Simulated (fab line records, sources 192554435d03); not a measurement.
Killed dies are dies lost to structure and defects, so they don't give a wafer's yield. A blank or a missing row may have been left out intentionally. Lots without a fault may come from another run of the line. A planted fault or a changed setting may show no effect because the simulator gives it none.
The tool behind it: which one? :: flow n5-finfet :: 24 lots, 72 wafers sampled, at 6 steps of a route of 1938

## WHAT THE GAUGES SHOWED, per wafer
N5_START_INSPECT_01: inspects for defects (unpatterned scan).
lot: L074
measured: day 1 12:02
on: defect-inspect-02
raw-defect-count: 5 10 4

lot: L075
measured: day 1 18:02
on: defect-inspect-02
raw-defect-count: 6 6 4

lot: L076
measured: day 2 00:02
on: defect-inspect-02
raw-defect-count: 9 8 5

lot: L077
measured: day 2 06:02
on: defect-inspect-02
raw-defect-count: 4 5 8

lot: L078
measured: day 2 12:02
on: defect-inspect-01
raw-defect-count: 10 8 5

lot: L079
measured: day 2 18:02
on: defect-inspect-02
raw-defect-count: 6 7 3

lot: L080
measured: day 3 00:02
on: defect-inspect-01
raw-defect-count: 6 5 6

lot: L081
measured: day 3 06:02
on: defect-inspect-02
raw-defect-count: 4 1 3

lot: L082
measured: day 3 12:02
on: defect-inspect-02
raw-defect-count: 8 3 5

lot: L083
measured: day 3 18:02
on: defect-inspect-01
raw-defect-count: 6 10 6

lot: L084
measured: day 4 00:02
on: defect-inspect-02
raw-defect-count: 7 4 3

lot: L085
measured: day 4 06:02
on: defect-inspect-02
raw-defect-count: 6 6 3

lot: L086
measured: day 4 12:02
on: defect-inspect-01
raw-defect-count: 2 3 1

lot: L087
measured: day 4 18:02
on: defect-inspect-01
raw-defect-count: 5 10 5

lot: L088
measured: day 5 00:02
on: defect-inspect-01
raw-defect-count: 5 4 3

lot: L089
measured: day 5 06:02
on: defect-inspect-01
raw-defect-count: 5 4 6

lot: L090
measured: day 5 12:02
on: defect-inspect-02
raw-defect-count: 7 3 7

lot: L091
measured: day 5 18:02
on: defect-inspect-02
raw-defect-count: 8 6 2

lot: L092
measured: day 6 00:02
on: defect-inspect-02
raw-defect-count: 2 10 9

lot: L093
measured: day 6 06:02
on: defect-inspect-02
raw-defect-count: 6 2 8

lot: L094
measured: day 6 12:02
on: defect-inspect-01
raw-defect-count: 7 9 3

lot: L095
measured: day 6 18:02
on: defect-inspect-02
raw-defect-count: 3 3 7

lot: L096
measured: day 7 00:02
on: defect-inspect-02
raw-defect-count: 7 7 7

lot: L097
measured: day 7 06:02
on: defect-inspect-01
raw-defect-count: 3 3 3

N5_DUMMY_GATE_OVL_MEAS_16.
lot: L074
measured: day 2 23:51
on: overlay-02
GATE_OVL (nm): 0.3 0.4 -0.2

lot: L075
measured: day 3 06:50
on: overlay-02
GATE_OVL (nm): 1.3 0.4 0.2

lot: L076
measured: day 3 11:16
on: overlay-01
GATE_OVL (nm): 0.5 0.7 0.2

lot: L077
measured: day 3 16:24
on: overlay-01
GATE_OVL (nm): 0.5 0.4 -0.9

lot: L078
measured: day 3 22:09
on: overlay-02
GATE_OVL (nm): -0.2 -0.4 0.6

lot: L079
measured: day 4 07:24
on: overlay-01
GATE_OVL (nm): 1.3 -1.3 -0.3

lot: L080
measured: day 4 12:09
on: overlay-01
GATE_OVL (nm): -0.1 -1.1 -0.3

lot: L081
measured: day 4 15:59
on: overlay-02
GATE_OVL (nm): -1.3 -0.6 -0.2

lot: L082
measured: day 4 23:00
on: overlay-01
GATE_OVL (nm): -0.4 1.0 0.6

lot: L083
measured: day 5 04:44
on: overlay-01
GATE_OVL (nm): 0.7 -0.2 0.2

lot: L084
measured: day 5 09:46
on: overlay-01
GATE_OVL (nm): 1.0 0.6 0.7

lot: L085
measured: day 5 15:16
on: overlay-01
GATE_OVL (nm): -1.3 -0.8 -1.1

lot: L086
measured: day 5 22:25
on: overlay-01
GATE_OVL (nm): -1.0 -0.7 0.0

lot: L087
measured: day 6 04:05
on: overlay-02
GATE_OVL (nm): -0.2 1.6 0.4

lot: L088
measured: day 6 09:42
on: overlay-01
GATE_OVL (nm): 0.3 -0.4 0.5

lot: L089
measured: day 6 17:22
on: overlay-02
GATE_OVL (nm): -1.0 0.0 -0.2

lot: L090
measured: day 6 22:46
on: overlay-02
GATE_OVL (nm): 1.3 0.2 0.8

lot: L091
measured: day 7 02:52
on: overlay-01
GATE_OVL (nm): -0.1 0.0 0.9

lot: L092
measured: day 7 09:41
on: overlay-01
GATE_OVL (nm): -0.3 -0.9 0.0

lot: L093
measured: day 7 17:19
on: overlay-01
GATE_OVL (nm): -0.2 1.0 -0.8

lot: L094
measured: day 8 03:35
on: overlay-01
GATE_OVL (nm): 0.3 0.2 0.1

lot: L095
measured: day 8 07:19
on: overlay-02
GATE_OVL (nm): -0.2 0.8 -0.1

lot: L096
measured: day 8 14:04
on: overlay-02
GATE_OVL (nm): -0.2 -0.7 0.4

lot: L097
measured: day 8 15:18
on: overlay-02
GATE_OVL (nm): 0.4 0.1 -1.4

## EACH LOT AND THE TOOL THAT RAN IT (in order: tool; ch and the chambers of the sampled wafers; start)
lot: L074
N5_WELL_APT_RTA_34: rtp-anneal-01 ch 0, day 1 16:28
N5_FIN_SAQP_DESCUM_21: rie-diel-04 ch 0,1,2, day 1 23:11
N5_FIN_SAQP_HM_CD_35: cd-sem-02, day 2 03:44
N5_FIN_CUT_CUT_ETCH_26: rie-diel-03 ch 1,2, day 2 04:55

lot: L075
N5_WELL_APT_RTA_34: rtp-anneal-02 ch 0, day 1 21:39
N5_FIN_SAQP_DESCUM_21: rie-diel-01 ch 0,2,3, day 2 04:23
N5_FIN_SAQP_HM_CD_35: cd-sem-02, day 2 08:58
N5_FIN_CUT_CUT_ETCH_26: rie-diel-06 ch 1,3, day 2 10:34

lot: L076
N5_WELL_APT_RTA_34: rtp-anneal-02 ch 0, day 2 04:08
N5_FIN_SAQP_DESCUM_21: rie-diel-04 ch 0,1,2, day 2 10:43
N5_FIN_SAQP_HM_CD_35: cd-sem-02, day 2 15:42
N5_FIN_CUT_CUT_ETCH_26: rie-diel-06 ch 0,1,2, day 2 16:55

lot: L077
N5_WELL_APT_RTA_34: rtp-anneal-02 ch 0, day 2 09:55
N5_FIN_SAQP_DESCUM_21: rie-diel-05 ch 0,2,3, day 2 15:52
N5_FIN_SAQP_HM_CD_35: cd-sem-02, day 2 20:22
N5_FIN_CUT_CUT_ETCH_26: rie-diel-06 ch 2,3, day 2 21:40

lot: L078
N5_WELL_APT_RTA_34: rtp-anneal-01 ch 0, day 2 16:52
N5_FIN_SAQP_DESCUM_21: rie-diel-05 ch 0,1,2, day 2 23:05
N5_FIN_SAQP_HM_CD_35: cd-sem-02, day 3 03:08
N5_FIN_CUT_CUT_ETCH_26: rie-diel-06 ch 0,1,2, day 3 04:24

lot: L079
N5_WELL_APT_RTA_34: rtp-anneal-01 ch 0, day 2 22:19
N5_FIN_SAQP_DESCUM_21: rie-diel-05 ch 1,3, day 3 04:40
N5_FIN_SAQP_HM_CD_35: cd-sem-02, day 3 10:17
N5_FIN_CUT_CUT_ETCH_26: rie-diel-06 ch 0,2, day 3 11:36

lot: L080
N5_WELL_APT_RTA_34: rtp-anneal-01 ch 0, day 3 03:53
N5_FIN_SAQP_DESCUM_21: rie-diel-04 ch 1,2, day 3 11:05
N5_FIN_SAQP_HM_CD_35: cd-sem-03, day 3 15:58
N5_FIN_CUT_CUT_ETCH_26: rie-diel-03 ch 0,2,3, day 3 17:38

lot: L081
N5_WELL_APT_RTA_34: rtp-anneal-02 ch 0, day 3 10:14
N5_FIN_SAQP_DESCUM_21: rie-diel-05 ch 1,2, day 3 16:56
N5_FIN_SAQP_HM_CD_35: cd-sem-03, day 3 20:49
N5_FIN_CUT_CUT_ETCH_26: rie-diel-02 ch 1,2, day 3 22:00

lot: L082
N5_WELL_APT_RTA_34: rtp-anneal-02 ch 0, day 3 16:35
N5_FIN_SAQP_DESCUM_21: rie-diel-01 ch 0,2, day 3 22:39
N5_FIN_SAQP_HM_CD_35: cd-sem-03, day 4 03:16
N5_FIN_CUT_CUT_ETCH_26: rie-diel-02 ch 0,1,2, day 4 04:28

lot: L083
N5_WELL_APT_RTA_34: rtp-anneal-02 ch 0, day 3 21:52
N5_FIN_SAQP_DESCUM_21: rie-diel-01 ch 0,3, day 4 04:56
N5_FIN_SAQP_HM_CD_35: cd-sem-03, day 4 09:32
N5_FIN_CUT_CUT_ETCH_26: rie-diel-06 ch 1,2, day 4 10:42

lot: L084
N5_WELL_APT_RTA_34: rtp-anneal-01 ch 0, day 4 04:09
N5_FIN_SAQP_DESCUM_21: rie-diel-01 ch 0,2, day 4 10:18
N5_FIN_SAQP_HM_CD_35: cd-sem-03, day 4 14:10
N5_FIN_CUT_CUT_ETCH_26: rie-diel-03 ch 0,2,3, day 4 15:22

lot: L085
N5_WELL_APT_RTA_34: rtp-anneal-02 ch 0, day 4 09:50
N5_FIN_SAQP_DESCUM_21: rie-diel-05 ch 0,1,3, day 4 15:55
N5_FIN_SAQP_HM_CD_35: cd-sem-03, day 4 19:50
N5_FIN_CUT_CUT_ETCH_26: rie-diel-02 ch 0,2,3, day 4 21:08

lot: L086
N5_WELL_APT_RTA_34: rtp-anneal-02 ch 0, day 4 16:16
N5_FIN_SAQP_DESCUM_21: rie-diel-05 ch 1,2,3, day 4 22:01
N5_FIN_SAQP_HM_CD_35: cd-sem-01, day 5 02:29
N5_FIN_CUT_CUT_ETCH_26: rie-diel-06 ch 0,1,3, day 5 03:40

lot: L087
N5_WELL_APT_RTA_34: rtp-anneal-02 ch 0, day 4 21:59
N5_FIN_SAQP_DESCUM_21: rie-diel-05 ch 0,1,2, day 5 03:51
N5_FIN_SAQP_HM_CD_35: cd-sem-02, day 5 08:01
N5_FIN_CUT_CUT_ETCH_26: rie-diel-06 ch 0,2,3, day 5 09:19

lot: L088
N5_WELL_APT_RTA_34: rtp-anneal-01 ch 0, day 5 03:49
N5_FIN_SAQP_DESCUM_21: rie-diel-05 ch 0,1,3, day 5 09:26
N5_FIN_SAQP_HM_CD_35: cd-sem-01, day 5 13:55
N5_FIN_CUT_CUT_ETCH_26: rie-diel-06 ch 0,1,2, day 5 15:10

lot: L089
N5_WELL_APT_RTA_34: rtp-anneal-01 ch 0, day 5 09:40
N5_FIN_SAQP_DESCUM_21: rie-diel-01 ch 2,3, day 5 15:34
N5_FIN_SAQP_HM_CD_35: cd-sem-02, day 5 20:57
N5_FIN_CUT_CUT_ETCH_26: rie-diel-02 ch 1,2,3, day 5 22:15

lot: L090
N5_WELL_APT_RTA_34: rtp-anneal-02 ch 0, day 5 16:32
N5_FIN_SAQP_DESCUM_21: rie-diel-05 ch 0,1,2, day 5 22:53
N5_FIN_SAQP_HM_CD_35: cd-sem-03, day 6 03:26
N5_FIN_CUT_CUT_ETCH_26: rie-diel-06 ch 1,2, day 6 04:48

lot: L091
N5_WELL_APT_RTA_34: rtp-anneal-01 ch 0, day 5 21:56
N5_FIN_SAQP_DESCUM_21: rie-diel-01 ch 0,3, day 6 03:46
N5_FIN_SAQP_HM_CD_35: cd-sem-03, day 6 07:43
N5_FIN_CUT_CUT_ETCH_26: rie-diel-02 ch 0,1,3, day 6 09:02

lot: L092
N5_WELL_APT_RTA_34: rtp-anneal-02 ch 0, day 6 04:02
N5_FIN_SAQP_DESCUM_21: rie-diel-01 ch 0,3, day 6 09:49
N5_FIN_SAQP_HM_CD_35: cd-sem-02, day 6 14:11
N5_FIN_CUT_CUT_ETCH_26: rie-diel-02 ch 0,3, day 6 15:22

lot: L093
N5_WELL_APT_RTA_34: rtp-anneal-02 ch 0, day 6 09:52
N5_FIN_SAQP_DESCUM_21: rie-diel-01 ch 1,2,3, day 6 15:41
N5_FIN_SAQP_HM_CD_35: cd-sem-03, day 6 19:47
N5_FIN_CUT_CUT_ETCH_26: rie-diel-06 ch 0,1,2, day 6 20:58

lot: L094
N5_WELL_APT_RTA_34: rtp-anneal-02 ch 0, day 6 16:09
N5_FIN_SAQP_DESCUM_21: rie-diel-01 ch 1,2,3, day 6 22:48
N5_FIN_SAQP_HM_CD_35: cd-sem-01, day 7 03:23
N5_FIN_CUT_CUT_ETCH_26: rie-diel-02 ch 0,2,3, day 7 04:43

lot: L095
N5_WELL_APT_RTA_34: rtp-anneal-01 ch 0, day 6 23:03
N5_FIN_SAQP_DESCUM_21: rie-diel-01 ch 0,3, day 7 05:07
N5_FIN_SAQP_HM_CD_35: cd-sem-02, day 7 09:30
N5_FIN_CUT_CUT_ETCH_26: rie-diel-02 ch 0,1,2, day 7 10:41

lot: L096
N5_WELL_APT_RTA_34: rtp-anneal-02 ch 0, day 7 04:48
N5_FIN_SAQP_DESCUM_21: rie-diel-05 ch 0,3, day 7 11:07
N5_FIN_SAQP_HM_CD_35: cd-sem-02, day 7 15:08
N5_FIN_CUT_CUT_ETCH_26: rie-diel-03 ch 0,2,3, day 7 17:31

lot: L097
N5_WELL_APT_RTA_34: rtp-anneal-01 ch 0, day 7 10:31
N5_FIN_SAQP_DESCUM_21: rie-diel-04 ch 0,3, day 7 16:02
N5_FIN_SAQP_HM_CD_35: cd-sem-02, day 7 20:12
N5_FIN_CUT_CUT_ETCH_26: rie-diel-06 ch 0,3, day 7 21:25
- N5_WELL_APT_RTA_34: time 10 s.
- N5_FIN_SAQP_DESCUM_21: chemistry O2, time 7.9 s.
- N5_FIN_SAQP_HM_CD_35: target cd 8 nm.
- N5_FIN_CUT_CUT_ETCH_26: etches SiNx in CH3F/O2, target depth 39 nm, time 55.7 s.

## WHAT THE TOOLS THEMSELVES READ (means of the sampled wafers that have a number; where no wafer has one, the mark that the record gives instead)
N5_WELL_APT_RTA_34.
lot: L074
tool: rtp-anneal-01
lamp-power-pct (%): 13.05
wafer_temp_C_max: 1004.3

lot: L075
tool: rtp-anneal-02
lamp-power-pct (%): 12.98
wafer_temp_C_max: 1004.0

lot: L076
tool: rtp-anneal-02
lamp-power-pct (%): 13.03
wafer_temp_C_max: 1003.6

lot: L077
tool: rtp-anneal-02
lamp-power-pct (%): 13.02
wafer_temp_C_max: 1003.8

lot: L078
tool: rtp-anneal-01
lamp-power-pct (%): 12.98
wafer_temp_C_max: 1002.4

lot: L079
tool: rtp-anneal-01
lamp-power-pct (%): 13.06
wafer_temp_C_max: 1004.4

lot: L080
tool: rtp-anneal-01
lamp-power-pct (%): 12.97
wafer_temp_C_max: 1003.9

lot: L081
tool: rtp-anneal-02
lamp-power-pct (%): 12.97
wafer_temp_C_max: 1004.1

lot: L082
tool: rtp-anneal-02
lamp-power-pct (%): 13.04
wafer_temp_C_max: 1003.3

lot: L083
tool: rtp-anneal-02
lamp-power-pct (%): 13.00
wafer_temp_C_max: 1003.3

lot: L084
tool: rtp-anneal-01
lamp-power-pct (%): 13.01
wafer_temp_C_max: 1003.0

lot: L085
tool: rtp-anneal-02
lamp-power-pct (%): 12.98
wafer_temp_C_max: 1002.9

lot: L086
tool: rtp-anneal-02
lamp-power-pct (%): 12.98
wafer_temp_C_max: 1003.2

lot: L087
tool: rtp-anneal-02
lamp-power-pct (%): 13.00
wafer_temp_C_max: 1003.8

lot: L088
tool: rtp-anneal-01
lamp-power-pct (%): 13.04
wafer_temp_C_max: 1003.8

lot: L089
tool: rtp-anneal-01
lamp-power-pct (%): 12.95
wafer_temp_C_max: 1004.6

lot: L090
tool: rtp-anneal-02
lamp-power-pct (%): 12.99
wafer_temp_C_max: 1003.3

lot: L091
tool: rtp-anneal-01
lamp-power-pct (%): 12.98
wafer_temp_C_max: 1003.4

lot: L092
tool: rtp-anneal-02
lamp-power-pct (%): 12.96
wafer_temp_C_max: 1003.4

lot: L093
tool: rtp-anneal-02
lamp-power-pct (%): 13.02
wafer_temp_C_max: 1003.5

lot: L094
tool: rtp-anneal-02
lamp-power-pct (%): 12.97
wafer_temp_C_max: 1003.5

lot: L095
tool: rtp-anneal-01
lamp-power-pct (%): 13.03
wafer_temp_C_max: 1003.6

lot: L096
tool: rtp-anneal-02
lamp-power-pct (%): 13.05
wafer_temp_C_max: 1001.9

lot: L097
tool: rtp-anneal-01
lamp-power-pct (%): 13.00
wafer_temp_C_max: 1002.6

N5_FIN_SAQP_DESCUM_21.
lot: L074
tool: rie-diel-04
drypump-motor-current-A (A): 6.0
oes-product-au (a.u.): 0.73
rf-vpp-V (V): 243.3
showerhead-plenum-p-Torr (Torr): 2.11
throttle-valve-pct (%): 20.52

lot: L075
tool: rie-diel-01
drypump-motor-current-A (A): 5.6
oes-product-au (a.u.): 0.84
rf-vpp-V (V): 243.6
showerhead-plenum-p-Torr (Torr): 2.11
throttle-valve-pct (%): 20.40

lot: L076
tool: rie-diel-04
drypump-motor-current-A (A): 6.0
oes-product-au (a.u.): 0.73
rf-vpp-V (V): 243.2
showerhead-plenum-p-Torr (Torr): 2.11
throttle-valve-pct (%): 20.53

lot: L077
tool: rie-diel-05
drypump-motor-current-A (A): 5.9
oes-product-au (a.u.): 0.84
rf-vpp-V (V): 243.9
showerhead-plenum-p-Torr (Torr): 2.15
throttle-valve-pct (%): 20.56

lot: L078
tool: rie-diel-05
drypump-motor-current-A (A): 6.1
oes-product-au (a.u.): 0.82
rf-vpp-V (V): 244.8
showerhead-plenum-p-Torr (Torr): 2.17
throttle-valve-pct (%): 20.45

lot: L079
tool: rie-diel-05
drypump-motor-current-A (A): 6.4
oes-product-au (a.u.): 0.84
rf-vpp-V (V): 242.9
showerhead-plenum-p-Torr (Torr): 2.09
throttle-valve-pct (%): 20.33

lot: L080
tool: rie-diel-04
drypump-motor-current-A (A): 5.7
oes-product-au (a.u.): 0.73
rf-vpp-V (V): 243.3
showerhead-plenum-p-Torr (Torr): 2.08
throttle-valve-pct (%): 20.60

lot: L081
tool: rie-diel-05
drypump-motor-current-A (A): 6.4
oes-product-au (a.u.): 0.80
rf-vpp-V (V): 243.8
showerhead-plenum-p-Torr (Torr): 2.13
throttle-valve-pct (%): 20.40

lot: L082
tool: rie-diel-01
drypump-motor-current-A (A): 6.0
oes-product-au (a.u.): 0.87
rf-vpp-V (V): 242.2
showerhead-plenum-p-Torr (Torr): 2.09
throttle-valve-pct (%): 20.30

lot: L083
tool: rie-diel-01
drypump-motor-current-A (A): 6.1
oes-product-au (a.u.): 0.89
rf-vpp-V (V): 242.5
showerhead-plenum-p-Torr (Torr): 2.07
throttle-valve-pct (%): 20.40

lot: L084
tool: rie-diel-01
drypump-motor-current-A (A): 5.5
oes-product-au (a.u.): 0.79
rf-vpp-V (V): 243.9
showerhead-plenum-p-Torr (Torr): 2.12
throttle-valve-pct (%): 20.32

lot: L085
tool: rie-diel-05
drypump-motor-current-A (A): 6.1
oes-product-au (a.u.): 0.84
rf-vpp-V (V): 243.6
showerhead-plenum-p-Torr (Torr): 2.12
throttle-valve-pct (%): 20.43

lot: L086
tool: rie-diel-05
drypump-motor-current-A (A): 6.2
oes-product-au (a.u.): 0.80
rf-vpp-V (V): 242.9
showerhead-plenum-p-Torr (Torr): 2.11
throttle-valve-pct (%): 20.51

lot: L087
tool: rie-diel-05
drypump-motor-current-A (A): 6.1
oes-product-au (a.u.): 0.80
rf-vpp-V (V): 244.7
showerhead-plenum-p-Torr (Torr): 2.17
throttle-valve-pct (%): 20.48

lot: L088
tool: rie-diel-05
drypump-motor-current-A (A): 6.1
oes-product-au (a.u.): 0.83
rf-vpp-V (V): 243.1
showerhead-plenum-p-Torr (Torr): 2.12
throttle-valve-pct (%): 20.44

lot: L089
tool: rie-diel-01
drypump-motor-current-A (A): 5.1
oes-product-au (a.u.): 0.74
rf-vpp-V (V): 245.4
showerhead-plenum-p-Torr (Torr): 2.14
throttle-valve-pct (%): 20.46

lot: L090
tool: rie-diel-05
drypump-motor-current-A (A): 6.1
oes-product-au (a.u.): 0.79
rf-vpp-V (V): 244.3
showerhead-plenum-p-Torr (Torr): 2.16
throttle-valve-pct (%): 20.50

lot: L091
tool: rie-diel-01
drypump-motor-current-A (A): 5.6
oes-product-au (a.u.): 0.82
rf-vpp-V (V): 243.9
showerhead-plenum-p-Torr (Torr): 2.08
throttle-valve-pct (%): 20.55

lot: L092
tool: rie-diel-01
drypump-motor-current-A (A): 6.1
oes-product-au (a.u.): 0.86
rf-vpp-V (V): 242.1
showerhead-plenum-p-Torr (Torr): 2.07
throttle-valve-pct (%): 20.43

lot: L093
tool: rie-diel-01
drypump-motor-current-A (A): 5.2
oes-product-au (a.u.): 0.76
rf-vpp-V (V): 243.8
showerhead-plenum-p-Torr (Torr): 2.12
throttle-valve-pct (%): 20.58

lot: L094
tool: rie-diel-01
drypump-motor-current-A (A): 5.3
oes-product-au (a.u.): 0.75
rf-vpp-V (V): 243.3
showerhead-plenum-p-Torr (Torr): 2.12
throttle-valve-pct (%): 20.58

lot: L095
tool: rie-diel-01
drypump-motor-current-A (A): 6.1
oes-product-au (a.u.): 0.84
rf-vpp-V (V): 242.6
showerhead-plenum-p-Torr (Torr): 2.06
throttle-valve-pct (%): 20.44

lot: L096
tool: rie-diel-05
drypump-motor-current-A (A): 5.8
oes-product-au (a.u.): 0.84
rf-vpp-V (V): 243.4
showerhead-plenum-p-Torr (Torr): 2.15
throttle-valve-pct (%): 20.53

lot: L097
tool: rie-diel-04
drypump-motor-current-A (A): 5.7
oes-product-au (a.u.): 0.85
rf-vpp-V (V): 243.2
showerhead-plenum-p-Torr (Torr): 2.13
throttle-valve-pct (%): 20.33

N5_FIN_SAQP_HM_CD_35.
lot: L074
tool: cd-sem-02
cd-nm (nm): 8.15

lot: L075
tool: cd-sem-02
cd-nm (nm): 8.15

lot: L076
tool: cd-sem-02
cd-nm (nm): 7.93

lot: L077
tool: cd-sem-02
cd-nm (nm): 8.34

lot: L078
tool: cd-sem-02
cd-nm (nm): 8.29

lot: L079
tool: cd-sem-02
cd-nm (nm): 8.09

lot: L080
tool: cd-sem-03
cd-nm (nm): 8.02

lot: L081
tool: cd-sem-03
cd-nm (nm): 8.50

lot: L082
tool: cd-sem-03
cd-nm (nm): 8.12

lot: L083
tool: cd-sem-03
cd-nm (nm): 8.13

lot: L084
tool: cd-sem-03
cd-nm (nm): 8.05

lot: L085
tool: cd-sem-03
cd-nm (nm): 7.89

lot: L086
tool: cd-sem-01
cd-nm (nm): 7.98

lot: L087
tool: cd-sem-02
cd-nm (nm): 8.26

lot: L088
tool: cd-sem-01
cd-nm (nm): 8.15

lot: L089
tool: cd-sem-02
cd-nm (nm): 8.11

lot: L090
tool: cd-sem-03
cd-nm (nm): 8.14

lot: L091
tool: cd-sem-03
cd-nm (nm): 8.13

lot: L092
tool: cd-sem-02
cd-nm (nm): 8.09

lot: L093
tool: cd-sem-03
cd-nm (nm): 7.86

lot: L094
tool: cd-sem-01
cd-nm (nm): 8.03

lot: L095
tool: cd-sem-02
cd-nm (nm): 7.85

lot: L096
tool: cd-sem-02
cd-nm (nm): 8.07

lot: L097
tool: cd-sem-02
cd-nm (nm): 7.77

N5_FIN_CUT_CUT_ETCH_26.
lot: L074
tool: rie-diel-03
CH3F_flow_sccm (sccm): 30.18
drypump-motor-current-A (A): 5.8
oes-product-au (a.u.): 0.75
rf-vpp-V (V): 299.3
showerhead-plenum-p-Torr (Torr): 2.02
throttle-valve-pct (%): 16.44

lot: L075
tool: rie-diel-06
CH3F_flow_sccm (sccm): 30.03
drypump-motor-current-A (A): 5.5
oes-product-au (a.u.): 0.73
rf-vpp-V (V): 298.1
showerhead-plenum-p-Torr (Torr): 2.03
throttle-valve-pct (%): 16.64

lot: L076
tool: rie-diel-06
CH3F_flow_sccm (sccm): 30.04
drypump-motor-current-A (A): 5.7
oes-product-au (a.u.): 0.73
rf-vpp-V (V): 296.3
showerhead-plenum-p-Torr (Torr): 2.00
throttle-valve-pct (%): 16.45

lot: L077
tool: rie-diel-06
CH3F_flow_sccm (sccm): 30.00
drypump-motor-current-A (A): 5.8
oes-product-au (a.u.): 0.74
rf-vpp-V (V): 295.5
showerhead-plenum-p-Torr (Torr): 1.98
throttle-valve-pct (%): 16.47

lot: L078
tool: rie-diel-06
CH3F_flow_sccm (sccm): 30.04
drypump-motor-current-A (A): 5.7
oes-product-au (a.u.): 0.73
rf-vpp-V (V): 296.5
showerhead-plenum-p-Torr (Torr): 1.99
throttle-valve-pct (%): 16.46

lot: L079
tool: rie-diel-06
CH3F_flow_sccm (sccm): 30.08
drypump-motor-current-A (A): 6.1
oes-product-au (a.u.): 0.75
rf-vpp-V (V): 294.4
showerhead-plenum-p-Torr (Torr): 1.95
throttle-valve-pct (%): 16.29

lot: L080
tool: rie-diel-03
CH3F_flow_sccm (sccm): 30.02
drypump-motor-current-A (A): 5.2
oes-product-au (a.u.): 0.77
rf-vpp-V (V): 295.6
showerhead-plenum-p-Torr (Torr): 1.92
throttle-valve-pct (%): 16.38

lot: L081
tool: rie-diel-02
CH3F_flow_sccm (sccm): 30.13
drypump-motor-current-A (A): 6.2
oes-product-au (a.u.): 0.72
rf-vpp-V (V): 296.6
showerhead-plenum-p-Torr (Torr): 2.07
throttle-valve-pct (%): 16.47

lot: L082
tool: rie-diel-02
CH3F_flow_sccm (sccm): 30.01
drypump-motor-current-A (A): 6.0
oes-product-au (a.u.): 0.71
rf-vpp-V (V): 295.7
showerhead-plenum-p-Torr (Torr): 2.05
throttle-valve-pct (%): 16.51

lot: L083
tool: rie-diel-06
CH3F_flow_sccm (sccm): 30.08
drypump-motor-current-A (A): 5.9
oes-product-au (a.u.): 0.74
rf-vpp-V (V): 298.1
showerhead-plenum-p-Torr (Torr): 2.02
throttle-valve-pct (%): 16.52

lot: L084
tool: rie-diel-03
CH3F_flow_sccm (sccm): 30.07
drypump-motor-current-A (A): 5.2
oes-product-au (a.u.): 0.77
rf-vpp-V (V): 295.5
showerhead-plenum-p-Torr (Torr): 1.92
throttle-valve-pct (%): 16.39

lot: L085
tool: rie-diel-02
CH3F_flow_sccm (sccm): 29.97
drypump-motor-current-A (A): 5.8
oes-product-au (a.u.): 0.75
rf-vpp-V (V): 294.8
showerhead-plenum-p-Torr (Torr): 2.00
throttle-valve-pct (%): 16.55

lot: L086
tool: rie-diel-06
CH3F_flow_sccm (sccm): 29.96
drypump-motor-current-A (A): 5.4
oes-product-au (a.u.): 0.71
rf-vpp-V (V): 296.8
showerhead-plenum-p-Torr (Torr): 2.02
throttle-valve-pct (%): 16.64

lot: L087
tool: rie-diel-06
CH3F_flow_sccm (sccm): 30.06
drypump-motor-current-A (A): 5.7
oes-product-au (a.u.): 0.72
rf-vpp-V (V): 295.2
showerhead-plenum-p-Torr (Torr): 1.97
throttle-valve-pct (%): 16.48

lot: L088
tool: rie-diel-06
CH3F_flow_sccm (sccm): 29.99
drypump-motor-current-A (A): 5.7
oes-product-au (a.u.): 0.72
rf-vpp-V (V): 295.9
showerhead-plenum-p-Torr (Torr): 1.99
throttle-valve-pct (%): 16.48

lot: L089
tool: rie-diel-02
CH3F_flow_sccm (sccm): 29.96
drypump-motor-current-A (A): 6.0
oes-product-au (a.u.): 0.85
rf-vpp-V (V): 296.4
showerhead-plenum-p-Torr (Torr): 2.03
throttle-valve-pct (%): 16.37

lot: L090
tool: rie-diel-06
CH3F_flow_sccm (sccm): 30.07
drypump-motor-current-A (A): 6.1
oes-product-au (a.u.): 0.75
rf-vpp-V (V): 295.8
showerhead-plenum-p-Torr (Torr): 1.97
throttle-valve-pct (%): 16.37

lot: L091
tool: rie-diel-02
CH3F_flow_sccm (sccm): 29.95
drypump-motor-current-A (A): 5.9
oes-product-au (a.u.): 0.90
rf-vpp-V (V): 294.8
showerhead-plenum-p-Torr (Torr): 1.99
throttle-valve-pct (%): 16.29

lot: L092
tool: rie-diel-02
CH3F_flow_sccm (sccm): 30.02
drypump-motor-current-A (A): 5.7
oes-product-au (a.u.): 0.86
rf-vpp-V (V): 294.1
showerhead-plenum-p-Torr (Torr): 1.95
throttle-valve-pct (%): 16.49

lot: L093
tool: rie-diel-06
CH3F_flow_sccm (sccm): 30.01
drypump-motor-current-A (A): 5.7
oes-product-au (a.u.): 0.82
rf-vpp-V (V): 296.2
showerhead-plenum-p-Torr (Torr): 1.99
throttle-valve-pct (%): 16.36

lot: L094
tool: rie-diel-02
CH3F_flow_sccm (sccm): 29.97
drypump-motor-current-A (A): 5.8
oes-product-au (a.u.): 0.84
rf-vpp-V (V): 295.5
showerhead-plenum-p-Torr (Torr): 2.00
throttle-valve-pct (%): 16.43

lot: L095
tool: rie-diel-02
CH3F_flow_sccm (sccm): 29.97
drypump-motor-current-A (A): 6.0
oes-product-au (a.u.): 0.88
rf-vpp-V (V): 295.9
showerhead-plenum-p-Torr (Torr): 2.04
throttle-valve-pct (%): 16.24

lot: L096
tool: rie-diel-03
CH3F_flow_sccm (sccm): 30.12
drypump-motor-current-A (A): 5.2
oes-product-au (a.u.): 0.83
rf-vpp-V (V): 297.9
showerhead-plenum-p-Torr (Torr): 1.99
throttle-valve-pct (%): 16.28

lot: L097
tool: rie-diel-06
CH3F_flow_sccm (sccm): 30.01
drypump-motor-current-A (A): 5.3
oes-product-au (a.u.): 0.87
rf-vpp-V (V): 294.6
showerhead-plenum-p-Torr (Torr): 1.98
throttle-valve-pct (%): 16.31

## THE ANSWER, worked out from the rows above alone
Rule: usual is defined by the lots themselves. Put in order of their means at a reading, lots are off if they are a third of the lots or fewer, leave a main group of 4 or more, and stand apart from it by a gap of 3 or more times the standard deviation of the main group's means; of several such gaps the widest counts. A main group whose means are all the same, to the digits that the tables above print for the reading, isn't used. Also off: a lot with no number at a reading for which 4 or more lots have one. Any other lot the step has rows for is counted as sound. After the gauges, taken in route order, come the tools' own readings; for these a lot's mean is taken, as printed above. At the first step where some lot is off, the reading lying furthest off is the one used; lots without a number count as furthest.
No lot is off at any reading shown: from this, nothing can be told.

## WHAT THE SIMULATOR HAD PUT IN
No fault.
